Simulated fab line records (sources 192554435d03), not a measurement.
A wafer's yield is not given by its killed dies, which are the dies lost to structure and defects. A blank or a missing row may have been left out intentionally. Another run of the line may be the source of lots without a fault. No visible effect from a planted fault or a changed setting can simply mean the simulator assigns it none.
Chamber matching :: flow n5Finfet :: 4 sister chambers for N5_FIN_SAQP_ETCH_52 on rieDiel-02
The step etches SOC in N2/H2, target depth 100 nm, overetch 20 nm, time 150 s. 22 wafers are shown with their chamber, then 11 later ones without.

WAFERS, EACH WITH ITS CHAMBER
wafer: L074.2
chamber: 0
drypumpMotorCurrentA (A): 5.2
showerheadPlenumPTorr (Torr): 2.52
rfVppV (V): 523.2

wafer: L074.5
chamber: 3
drypumpMotorCurrentA (A): 5.1
showerheadPlenumPTorr (Torr): 2.60
rfVppV (V): 525.7

wafer: L074.6
chamber: 2
drypumpMotorCurrentA (A): 5.7
showerheadPlenumPTorr (Torr): 2.50
rfVppV (V): 521.0

wafer: L077.1
chamber: 0
drypumpMotorCurrentA (A): 5.3
showerheadPlenumPTorr (Torr): 2.51
rfVppV (V): 523.8

wafer: L077.4
chamber: 0
drypumpMotorCurrentA (A): 5.2
showerheadPlenumPTorr (Torr): 2.51
rfVppV (V): 521.8

wafer: L077.6
chamber: 3
drypumpMotorCurrentA (A): 5.1
showerheadPlenumPTorr (Torr): 2.60
rfVppV (V): 526.5

wafer: L078.1
chamber: 0
drypumpMotorCurrentA (A): 5.2
showerheadPlenumPTorr (Torr): 2.51
rfVppV (V): 522.1

wafer: L078.3
chamber: 1
drypumpMotorCurrentA (A): 6.2
showerheadPlenumPTorr (Torr): 2.59
rfVppV (V): 525.6

wafer: L078.5
chamber: 1
drypumpMotorCurrentA (A): 6.2
showerheadPlenumPTorr (Torr): 2.59
rfVppV (V): 524.5

wafer: L080.1
chamber: 3
drypumpMotorCurrentA (A): 5.1
showerheadPlenumPTorr (Torr): 2.60
rfVppV (V): 524.5

wafer: L080.2
chamber: 1
drypumpMotorCurrentA (A): 6.2
showerheadPlenumPTorr (Torr): 2.59
rfVppV (V): 524.7

wafer: L080.6
chamber: 3
drypumpMotorCurrentA (A): 5.1
showerheadPlenumPTorr (Torr): 2.60
rfVppV (V): 525.8

wafer: L081.3
chamber: 0
drypumpMotorCurrentA (A): 5.3
showerheadPlenumPTorr (Torr): 2.51
rfVppV (V): 523.8

wafer: L081.5
chamber: 3
drypumpMotorCurrentA (A): 5.1
showerheadPlenumPTorr (Torr): 2.60
rfVppV (V): 524.1

wafer: L081.6
chamber: 0
drypumpMotorCurrentA (A): 5.2
showerheadPlenumPTorr (Torr): 2.51
rfVppV (V): 523.0

wafer: L084.1
chamber: 3
drypumpMotorCurrentA (A): 5.1
showerheadPlenumPTorr (Torr): 2.60
rfVppV (V): 524.3

wafer: L084.2
chamber: 2
drypumpMotorCurrentA (A): 5.8
showerheadPlenumPTorr (Torr): 2.49
rfVppV (V): 521.1

wafer: L084.5
chamber: 0
drypumpMotorCurrentA (A): 5.2
showerheadPlenumPTorr (Torr): 2.51
rfVppV (V): 522.4

wafer: L092.2
chamber: 0
drypumpMotorCurrentA (A): 5.2
showerheadPlenumPTorr (Torr): 2.50
rfVppV (V): 523.8

wafer: L092.4
chamber: 1
drypumpMotorCurrentA (A): 6.2
showerheadPlenumPTorr (Torr): 2.58
rfVppV (V): 523.7

wafer: L092.5
chamber: 2
drypumpMotorCurrentA (A): 5.8
showerheadPlenumPTorr (Torr): 2.48
rfVppV (V): 522.7

wafer: L093.1
chamber: 0
drypumpMotorCurrentA (A): 5.3
showerheadPlenumPTorr (Torr): 2.50
rfVppV (V): 524.3

SIGNATURES (means of the wafers above)
reading: drypumpMotorCurrentA
chamber 0: 5.233
chamber 1: 6.200
chamber 2: 5.767
chamber 3: 5.100
scatter within a chamber: 0.0385

reading: showerheadPlenumPTorr
chamber 0: 2.5089
chamber 1: 2.5875
chamber 2: 2.4900
chamber 3: 2.6000
scatter within a chamber: 0.0056

reading: rfVppV
chamber 0: 523.133
chamber 1: 524.625
chamber 2: 521.600
chamber 3: 525.150
scatter within a chamber: 0.899
Rule: a wafer lies at a distance from a chamber equal to the root of the sum of squares, over the readings, of (its reading less the chamber's mean, divided by the reading's scatter). The wafer belongs to the nearest chamber; if the next one is less than 2 further off, it can't be placed. How the scatter is found: for the shown wafers, subtract from each reading the mean of its chamber, square and add these, divide the total by (wafers less chambers), then take the root.

WAFERS WHOSE CHAMBER IS MISSING
wafer: L093.4
drypumpMotorCurrentA (A): 6.2
showerheadPlenumPTorr (Torr): 2.58
rfVppV (V): 523.3

wafer: L093.6
drypumpMotorCurrentA (A): 5.2
showerheadPlenumPTorr (Torr): 2.50
rfVppV (V): 523.8

wafer: L095.3
drypumpMotorCurrentA (A): 5.2
showerheadPlenumPTorr (Torr): 2.50
rfVppV (V): 521.0

wafer: L095.5
drypumpMotorCurrentA (A): 5.2
showerheadPlenumPTorr (Torr): 2.50
rfVppV (V): 522.6

wafer: L095.6
drypumpMotorCurrentA (A): 5.1
showerheadPlenumPTorr (Torr): 2.58
rfVppV (V): 524.5

wafer: L096.1
drypumpMotorCurrentA (A): 5.7
showerheadPlenumPTorr (Torr): 2.48
rfVppV (V): 521.5

wafer: L096.4
drypumpMotorCurrentA (A): 6.2
showerheadPlenumPTorr (Torr): 2.58
rfVppV (V): 524.3

wafer: L096.5
drypumpMotorCurrentA (A): 5.1
showerheadPlenumPTorr (Torr): 2.58
rfVppV (V): 526.3

wafer: L097.3
drypumpMotorCurrentA (A): 5.1
showerheadPlenumPTorr (Torr): 2.58
rfVppV (V): 526.2

wafer: L097.4
drypumpMotorCurrentA (A): 6.2
showerheadPlenumPTorr (Torr): 2.57
rfVppV (V): 524.3

wafer: L097.5
drypumpMotorCurrentA (A): 5.1
showerheadPlenumPTorr (Torr): 2.58
rfVppV (V): 525.9

THE CHAMBER EACH PASSED THROUGH
wafer: L093.4
from the rows above: 1
in truth: 1

wafer: L093.6
from the rows above: 0
in truth: 0

wafer: L095.3
from the rows above: 0
in truth: 0

wafer: L095.5
from the rows above: 0
in truth: 0

wafer: L095.6
from the rows above: 3
in truth: 3

wafer: L096.1
from the rows above: 2
in truth: 2

wafer: L096.4
from the rows above: 1
in truth: 1

wafer: L096.5
from the rows above: 3
in truth: 3

wafer: L097.3
from the rows above: 3
in truth: 3

wafer: L097.4
from the rows above: 1
in truth: 1

wafer: L097.5
from the rows above: 3
in truth: 3
Correctly placed: 11 of 11. Not placeable from these rows: 0. Number placed wrongly: 0.
